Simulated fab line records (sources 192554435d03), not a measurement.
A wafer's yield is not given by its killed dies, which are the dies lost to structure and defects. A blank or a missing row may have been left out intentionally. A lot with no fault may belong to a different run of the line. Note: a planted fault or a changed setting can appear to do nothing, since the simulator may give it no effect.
fab line records	flow n5Finfet
record: lots: 7	wafers: 21	lastDay: 15
route steps=1938 shown BEOL_M12@1639 PASSIVATION@1936
lots that met no fault: taken from a fault-free run of the same line
startH: hours from the record's opening day to when the first of the lot's shown wafers began	waitH: how many hours have passed since the lot's step before this one	" same as the row above	L1.1+2: a single row standing in for several wafers	- no value, or no start was given	* or withheld: withheld	< > ~ a bound
route shown NAME@n: names a module that has steps shown in the file, with the first one's number in the route	usual: the fault-free wafers' mean and standard deviation	same: alike in all rows	chamber/n: place in a boat	sites: each site's reading	_std_site: the standard deviation of these	_edge_site: the outer-site mean with the inner-site mean subtracted	radiusMm: how far each site lies from the wafer's centre	mask NAME#n: copy n	behind: the most recent tool/chamber to have shaped the wafer	hold: why the lot went on hold/how many hours it stayed there/how the hold came to an end	device: names the non-switching transistor (n, p or np)	end of line: the route-end tests of the same wafers	where a step has no rows: the recipe by itself	killed: dies that structure and defects cost at the first sort, which is not the same as the wafer's yield	map: dies across one wafer; x = killed, . = not, _ = none there
set.NAME: setting as actually run; set.NAME@STEP: the setting as run at that earlier step	model.NAME: the simulator's own value behind a step, which no gauge read
certain route steps with their lots: each step a table, each wafer a row
services: from which hour (startH, from the record's first day; less than 0 if before it) a tool's chamber was out of use, for how many hours, and why
== steps ==
step: N5_BEOL_M12_TRENCH_ETCH_34
recipe: chemistry: C4F8/O2/Ar	target: SiOC	targetDepthA: 3189.5	maskMaterial: SOC	pressureMtorr: 30	sourceW: 3000	biasW: 700	Ar_flow_sccm: 400	C4F8_flow_sccm: 15	O2_flow_sccm: 8	heInnerTorr: 15	heOuterTorr: 30	timeS: 125.5	ionEnergyEv: 250
usual: O2_flow_sccm: 8.000/0.024	drypumpMotorCurrentA: 5.7/0.59	oesProductAu: 0.82/0.084	rfFwdPowerW: 2988/9.5	rfVppV: 666/3.2	showerheadPlenumPTorr: 3.45/0.12	throttleValvePct: 24.22/0.29
lot.wafer	tool	chamber	startH	waitH	O2_flow_sccm	drypumpMotorCurrentA	oesProductAu	rfFwdPowerW	rfHoursCounterH	rfVppV	showerheadPlenumPTorr	throttleValvePct
L713.2	rieDiel-05	2	235.36	0.0	7.968	5.3	0.84	3000	69	666	3.41	23.62
L713.4	"	0	"	"	8.000	4.8	0.97	2993	8	672	3.66	24.29
L713.6	"	2	"	"	7.994	5.3	0.86	2995	-	668	3.41	23.62
L711.1	rieDiel-05	1	245.42	0.0	7.964	5.3	0.89	2994	23	672	3.59	24.22
L711.4	"	0	"	"	8.021	4.8	0.96	2992	-	671	3.65	24.29
L711.6	"	2	"	"	7.992	5.3	0.84	3003	-	666	3.41	23.63
L721.1	rieDiel-05	2	293.30	0.0	8.006	5.3	0.81	2979	96	666	3.39	23.66
L721.4	"	0	"	"	8.038	4.8	0.91	2993	-	671	3.64	24.34
L721.6	"	2	"	"	7.972	5.3	0.81	2992	-	665	3.39	23.66
L720.1	rieDiel-04	1	295.66	0.0	8.007	5.8	0.91	3000	20	668	3.50	24.54
L720.3	"	3	"	"	7.979	6.2	0.74	2982	166	661	3.31	24.73
L720.6	"	2	"	"	7.995	5.7	0.90	2985	-	664	3.29	23.95
L722.1	rieDiel-05	1	299.09	0.0	8.050	5.3	0.87	2978	47	671	3.58	24.24
L722.2	"	0	"	"	7.988	4.8	0.90	2975	37	671	3.64	24.35
L722.5	"	1	"	"	7.990	5.3	0.87	2990	-	672	3.58	24.26
L723.2	rieDiel-04	3	303.07	0.0	8.007	6.3	0.73	2985	168	661	3.31	24.73
L723.5	"	1	"	"	8.025	5.9	0.91	2981	-	667	3.50	24.56
L723.6	"	2	"	"	8.018	5.7	0.88	2988	-	664	3.29	23.94
L727.3	rieDiel-04	0	319.94	0.0	7.977	6.7	0.70	2993	236	667	3.50	24.22
L727.4	"	1	"	"	8.007	5.9	0.89	3001	31	668	3.49	24.58
L727.6	"	2	"	"	8.014	5.7	0.87	2984	-	665	3.28	23.96
step: N5_BEOL_M12_STRIP_70
recipe: chemistry: C4F8/O2/Ar	resist: SiARC	rfFrequencyHz: 6e+07
step: N5_BEOL_M12_OCD_MEAS_35
usual: trenchDepthNm: 321/4.8
lot.wafer	tool	chamber	startH	waitH	trenchDepthNm
L713.2	ocd-01	-	235.51	0.0	327
L713.4	"	-	"	"	324
L713.6	"	-	"	"	329
L711.1	ocd-02	-	245.57	0.0	317
L711.4	"	-	"	"	327
L711.6	"	-	"	"	331
L721.1	ocd-01	-	293.45	0.0	325
L721.4	"	-	"	"	324
L721.6	"	-	"	"	324
L720.1	ocd-02	-	295.82	0.0	319
L720.3	"	-	"	"	317
L720.6	"	-	"	"	324
L722.1	ocd-01	-	299.25	0.0	323
L722.2	"	-	"	"	322
L722.5	"	-	"	"	322
L723.2	ocd-02	-	303.22	0.0	319
L723.5	"	-	"	"	320
L723.6	"	-	"	"	325
L727.3	ocd-01	-	320.09	0.0	315
L727.4	"	-	"	"	319
L727.6	"	-	"	"	325
step: N5_BEOL_M12_STRIP_37
recipe: chemistry: N2/H2	powerW: 1000	tempC: 250	h2Frac: 0.65	overashFraction: 0.3	pressureMtorr: withheld	n2FlowSccm: 1750	h2FlowSccm: 3250
usual: drypumpMotorCurrentA: 5.68/0.055	heaterPowerW: 344/22	oesProductAu: 0.789/0.011
same: overashFraction: 0.3
lot.wafer	tool	chamber	startH	waitH	drypumpMotorCurrentA	heaterPowerW	oesProductAu	rfHoursCounterH
L713.2	plasmaAsher-02	1	235.55	0.0	5.73	357	0.797	62
L713.4	"	0	"	"	5.73	368	0.787	-
L713.6	"	1	"	"	5.76	370	0.780	-
L711.1	plasmaAsher-01	1	245.61	0.0	5.60	330	0.789	132
L711.4	"	1	"	"	5.58	324	0.810	-
L711.6	"	1	"	"	5.64	327	0.792	-
L721.1	plasmaAsher-02	0	293.49	0.0	5.72	366	0.778	70
L721.4	"	1	"	"	5.72	364	0.781	-
L721.6	"	1	"	"	5.74	370	0.801	-
L720.1	plasmaAsher-02	1	295.85	0.0	5.76	371	0.790	70
L720.3	"	1	"	"	5.74	362	0.775	-
L720.6	"	0	"	"	5.70	365	0.785	-
L722.1	plasmaAsher-01	0	299.29	0.0	5.65	317	0.786	143
L722.2	"	1	"	"	5.62	322	0.773	143
L722.5	"	0	"	"	5.63	314	0.793	-
L723.2	plasmaAsher-02	1	303.26	0.0	5.76	365	0.815	71
L723.5	"	0	"	"	5.65	358	0.776	-
L723.6	"	1	"	"	5.75	369	0.787	-
L727.3	plasmaAsher-02	1	320.15	0.1	5.73	366	0.790	-
L727.4	"	0	"	"	5.70	351	0.805	-
L727.6	"	1	"	"	5.70	367	0.792	-
step: N5_BEOL_M12_ETCH_38
recipe: chemistry: CF4/N2	target: SiCN	targetDepthA: 687	taperDeg: 2	timeS: 73.4	ionEnergyEv: 150	maskMaterial: SiO2	pressureMtorr: 40	sourceW: 430	biasW: 70	Ar_flow_sccm: 100	cf4FlowSccm: 60	n2FlowSccm: 60
step: N5_BEOL_M12_PRECLEAN_39
recipe: chemistry: residueRemover	timeS: 60	tempC: 40
step: N5_BEOL_M12_SRD_40
recipe: timeS: 30	tempC: 23	rinseLiquid: diw	dry: n2Spin	spinRpm: 1500	dryTimeS: 30
step: N5_BEOL_M12_DEGAS_41
recipe: ambient: vacuum	tempC: 250	timeS: 60
usual: heaterPowerW: 346/56
lot.wafer	tool	chamber	startH	waitH	heaterPowerW
L713.2	pvdSputter-03	-	236.16	0.3	270
L713.4	"	-	"	"	333
L713.6	"	-	"	"	350
L711.1	pvdSputter-01	-	247.70	0.9	370
L711.4	"	-	"	"	314
L711.6	"	-	"	"	375
L721.1	pvdSputter-02	-	295.10	0.3	416
L721.4	"	-	"	"	235
L721.6	"	-	"	"	236
L720.1	pvdSputter-03	-	298.26	0.3	342
L720.3	"	-	"	"	361
L720.6	"	-	"	"	270
L722.1	pvdSputter-03	-	305.17	0.5	421
L722.2	"	-	"	"	277
L722.5	"	-	"	"	349
L723.2	pvdSputter-02	-	307.63	0.4	237
L723.5	"	-	"	"	243
L723.6	"	-	"	"	394
L727.3	pvdSputter-02	-	320.59	0.2	312
L727.4	"	-	"	"	237
L727.6	"	-	"	"	388
step: N5_BEOL_M12_PRE_CLEAN_42
recipe: gas: H2/He	timeS: 30	tempC: 250
usual: heaterPowerW: 347/56
lot.wafer	tool	chamber	startH	waitH	heaterPowerW
L713.2	pvdSputter-03	-	236.20	0.0	276
L713.4	"	-	"	"	348
L713.6	"	-	"	"	346
L711.1	pvdSputter-01	-	247.74	0.0	380
L711.4	"	-	"	"	321
L711.6	"	-	"	"	371
L721.1	pvdSputter-02	-	295.14	0.0	425
L721.4	"	-	"	"	246
L721.6	"	-	"	"	240
L720.1	pvdSputter-03	-	298.30	0.0	334
L720.3	"	-	"	"	362
L720.6	"	-	"	"	276
L722.1	pvdSputter-03	-	305.21	0.0	434
L722.2	"	-	"	"	273
L722.5	"	-	"	"	347
L723.2	pvdSputter-02	-	307.67	0.0	238
L723.5	"	-	"	"	236
L723.6	"	-	"	"	379
L727.3	pvdSputter-02	-	320.63	0.0	319
L727.4	"	-	"	"	242
L727.6	"	-	"	"	385
step: N5_BEOL_M12_SPUTTER_43
recipe: material: TaN	targetThkA: 150	tempC: 50	biasV: 168.6	powerW: 15000	chamberPressurePa: 0.12	timeS: 24.19
step: N5_BEOL_M12_SPUTTER_44
recipe: material: Ta	targetThkA: 100	tempC: 50	biasV: 80	powerW: 15000	chamberPressurePa: 0.07	timeS: 16.13
usual: throttleValvePct: 30.7/1.3
lot.wafer	tool	chamber	startH	waitH	throttleValvePct
L713.2	pvdSputter-03	-	236.32	0.0	30.9
L713.4	"	-	"	"	27.9
L713.6	"	-	"	"	31.2
L711.1	pvdSputter-01	-	247.86	0.0	30.2
L711.4	"	-	"	"	30.8
L711.6	"	-	"	"	30.1
L721.1	pvdSputter-02	-	295.26	0.0	30.8
L721.4	"	-	"	"	31.6
L721.6	"	-	"	"	31.8
L720.1	pvdSputter-03	-	298.42	0.0	28.1
L720.3	"	-	"	"	31.3
L720.6	"	-	"	"	31.1
L722.1	pvdSputter-03	-	305.33	0.0	30.9
L722.2	"	-	"	"	31.0
L722.5	"	-	"	"	31.4
L723.2	pvdSputter-02	-	307.79	0.0	31.7
L723.5	"	-	"	"	32.0
L723.6	"	-	"	"	31.0
L727.3	pvdSputter-02	-	320.75	0.0	32.5
L727.4	"	-	"	"	31.7
L727.6	"	-	"	"	31.1
step: N5_BEOL_M12_SPUTTER_45
recipe: material: Cu	targetThkA: 800	tempC: -20	biasV: 60	powerW: 26000	chamberPressurePa: 0.13	timeS: 13.33
step: N5_BEOL_M12_ECD_47
recipe: material: Cu	targetThkA: 7200
lot.wafer	tool	chamber	startH	waitH	model.Cu_of_BEOL_M12_ECD_47.thkNm
L713.2	ecdCu-02	0	236.52	0.1	706.4
L713.4	"	0	"	"	704.4
L713.6	"	1	"	"	718.4
L711.1	ecdCu-01	1	248.05	0.1	714.2
L711.4	"	1	"	"	709.6
L711.6	"	0	"	"	708.8
L721.1	ecdCu-02	0	295.46	0.1	432.4
L721.4	"	1	"	"	700.2
L721.6	"	1	"	"	428.8
L720.1	ecdCu-02	1	298.61	0.1	449
L720.3	"	1	"	"	451.8
L720.6	"	1	"	"	442.4
L722.1	ecdCu-02	1	305.53	0.1	433.2
L722.2	"	0	"	"	707.8
L722.5	"	1	"	"	722.6
L723.2	ecdCu-01	1	307.98	0.1	714.2
L723.5	"	0	"	"	724.8
L723.6	"	1	"	"	713.8
L727.3	ecdCu-01	1	321.01	0.1	722.2
L727.4	"	0	"	"	718.6
L727.6	"	1	"	"	714
step: N5_BEOL_M12_ANNEAL_48
recipe: tempC: 225	timeS: 90	ambient: N2
step: N5_PASSIVATION_PROBE_49
usual: defectLimitedYield: 91.4/1.5	killed_at_M0_to_M3: 36/11	killed_at_M4_up: 14/6	killedAtContacts: 11/6	killedAtFrontEnd: 37/11	killedAtOther: 4/3.4	killedDies: 102/18	killedOpen: 66/13	killedShort: 34/7.8	sort_bin_4_leakage: 0.00/0.017	sort_bin_5_function: 5.0/0.97	sort_bin_6_memory: 3.2/0.7	sort_bin_8_speed: 0.0/0.38	sortNPass: 1078/19	sortYieldPct: 91.3/1.6
same: grossDies: 1180	killedAtBackSide: 0
lot.wafer	tool	chamber	startH	waitH	defectLimitedYield[%]	killed_at_M0_to_M3	killed_at_M4_up	killedAtContacts	killedAtFrontEnd	killedAtOther	killedDies	killedOpen	killedShort	sort_bin_4_leakage[%]	sort_bin_5_function[%]	sort_bin_6_memory[%]	sort_bin_8_speed[%]	sortNPass	sortYieldPct[%]
L711.1	prober-02	-	281.69	0.0	92.0	18	22	12	35	7	94	62	28	0	4.7	3.0	0	1086	92.0
L711.4	prober-02	-	281.84	0.2	92.3	38	18	5	28	2	91	59	30	0	4.5	2.7	0	1089	92.3
L711.6	prober-02	-	281.94	0.3	88.4	50	27	12	43	5	137	85	48	0	6.3	4.7	0	1043	88.4
L721.6	prober-01	-	332.42	0.3	92.2	54	9	5	21	3	92	61	29	0	4.8	2.6	0	1088	92.2
L722.1	prober-02	-	343.29	0.0	92.1	22	20	14	33	4	93	73	19	0	4.2	3.6	0	1087	92.1
L722.2	prober-02	-	343.34	0.1	91.4	40	10	10	35	7	102	69	30	0	5.4	3.1	0	1078	91.4
L722.5	prober-02	-	343.49	0.2	93.0	23	9	14	34	3	83	56	26	0	4.0	2.8	0	1097	93.0
L727.3	prober-02	-	359.01	0.7	91.9	30	7	14	36	9	96	63	33	0	4.2	3.6	0	1084	91.9
L727.4	prober-02	-	359.06	0.8	88.6	42	9	19	53	12	135	82	53	0	6.0	5.1	0	1045	88.6
L727.6	prober-02	-	359.16	0.9	90.7	37	15	15	34	9	110	78	32	0	5.8	3.1	0	1070	90.7
killed by level:class
L711.1 BEOL_M4:geometricParticle:open=13 MOL_CONTACT_COAG:geometricParticle:open=11 FIN_SAQP:geometricParticle:short=8 STI_FIN_REVEAL:geometricParticle:open=5 BEOL_M3:geometricParticle:open=5 FIN_SAQP:geometricParticle:open=4 BEOL_M0_SAQP:geometricParticle:open=4 BEOL_M1:geometricParticle:open=3
L711.4 BEOL_M3:geometricParticle:open=12 FIN_SAQP:geometricParticle:short=7 BEOL_M4:geometricParticle:open=7 FIN_SAQP:geometricParticle:open=5 BEOL_M0_SAQP:geometricParticle:open=5 BEOL_M0_SAQP:geometricParticle:short=5 DUMMY_GATE:geometricParticle:open=4 BEOL_M0:geometricParticle:open=4
L711.6 BEOL_M0_SAQP:geometricParticle:open=17 BEOL_M4:geometricParticle:open=17 BEOL_M0_SAQP:geometricParticle:short=13 FIN_SAQP:geometricParticle:open=12 FIN_SAQP:geometricParticle:short=9 MOL_CONTACT_COAG:geometricParticle:open=9 STARTING-WAFER:geometricParticle:short=8 STI_FIN_REVEAL:geometricParticle:open=7
L721.6 BEOL_M1:geometricParticle:open=15 BEOL_M0_SAQP:geometricParticle:open=12 BEOL_M0_SAQP:geometricParticle:short=8 FIN_SAQP:geometricParticle:open=6 STI_FIN_REVEAL:geometricParticle:open=5 BEOL_M3:geometricParticle:short=5 MOL_CONTACT_COAG:geometricParticle:open=4 BEOL_M2:geometricParticle:open=4
L722.1 FIN_SAQP:geometricParticle:open=17 MOL_CONTACT_COAG:geometricParticle:open=11 BEOL_M5:geometricParticle:open=8 BEOL_M0_SAQP:geometricParticle:open=7 BEOL_M2:geometricParticle:open=6 BEOL_M0_SAQP:geometricParticle:short=5 STI_FIN_REVEAL:geometricParticle:open=3 MOL_CONTACT_COAG:geometricParticle:short=3
L722.2 FIN_SAQP:geometricParticle:open=15 BEOL_M0_SAQP:geometricParticle:short=10 BEOL_M2:geometricParticle:open=9 MOL_CONTACT_COAG:geometricParticle:open=8 FIN_SAQP:geometricParticle:short=6 BEOL_M1:geometricParticle:open=6 BEOL_M3:geometricParticle:open=6 BEOL_M0_SAQP:geometricParticle:open=5
L722.5 MOL_CONTACT_COAG:geometricParticle:open=12 FIN_SAQP:geometricParticle:open=11 BEOL_M0_SAQP:geometricParticle:short=8 STI_FIN_REVEAL:geometricParticle:open=6 BEOL_M0_SAQP:geometricParticle:open=6 DUMMY_GATE:geometricParticle:open=5 BEOL_M5:geometricParticle:open=4 BEOL_M1:geometricParticle:open=3
L727.3 STI_FIN_REVEAL:geometricParticle:open=13 FIN_SAQP:geometricParticle:open=10 MOL_CONTACT_COAG:geometricParticle:open=10 BEOL_M0_SAQP:geometricParticle:open=7 BEOL_M0_SAQP:geometricParticle:short=6 BEOL_M2:geometricParticle:open=5 MOL_CONTACT_COAG:geometricParticle:short=4 BEOL_M4:geometricParticle:open=4
L727.4 FIN_SAQP:geometricParticle:short=17 FIN_SAQP:geometricParticle:open=14 MOL_CONTACT_COAG:geometricParticle:open=14 BEOL_M0_SAQP:geometricParticle:open=14 BEOL_M0_SAQP:geometricParticle:short=10 BEOL_M2:geometricParticle:open=7 PASS1_CAP:geometricParticle:open=6 STI_FIN_REVEAL:geometricParticle:open=5
L727.6 MOL_CONTACT_COAG:geometricParticle:open=14 BEOL_M0_SAQP:geometricParticle:open=10 STI_FIN_REVEAL:geometricParticle:open=8 BEOL_M0_SAQP:geometricParticle:short=8 BEOL_M1:geometricParticle:open=7 FIN_SAQP:geometricParticle:open=6 BEOL_M4:geometricParticle:open=6 FIN_SAQP:geometricParticle:short=5
== services ==
tool	chamber	startH	hours	kind
rieDiel-04	1	214.39	-	clean
rieDiel-04	1	214.39	-	consumableReplace:focusRing
rieDiel-04	1	214.39	16.8	scheduledDown
rieDiel-04	1	214.39	16.8	ventCycle
rieDiel-04	1	235.62	8.8	repair
plasmaAsher-02	-	237.20	17.1	pm
rieDiel-05	3	239.05	115.1	repair
ecdCu-02	-	251.89	0.5	repair
plasmaAsher-01	-	254.64	2.8	pm
ecdCu-02	-	258.97	0.3	repair
ecdCu-01	-	282.79	1.7	repair
ecdCu-01	-	291.88	3.2	repair
== key ==
firstSign none at tools or gauges
modelEffect: step: N5_BEOL_M12_ECD_47	value: Cu_of_BEOL_M12_ECD_47.thkNm	without: 720.2	struck: 439.6
metAt N5_BEOL_M12_ECD_47
struckWafers L720.1,L720.3,L720.6,L721.1,L721.6,L722.1
onsetBetween 236.52 295.46
fault: kind: processParameterDrift	tool: ecdCu-02	chamber: -	onsetH: 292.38	steps: N5_BEOL_M12_ECD_47	channel: targetThkA	offset: *	shape: step	endH: 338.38	scope: struckWafersOnly	actsIn: *	stated: *
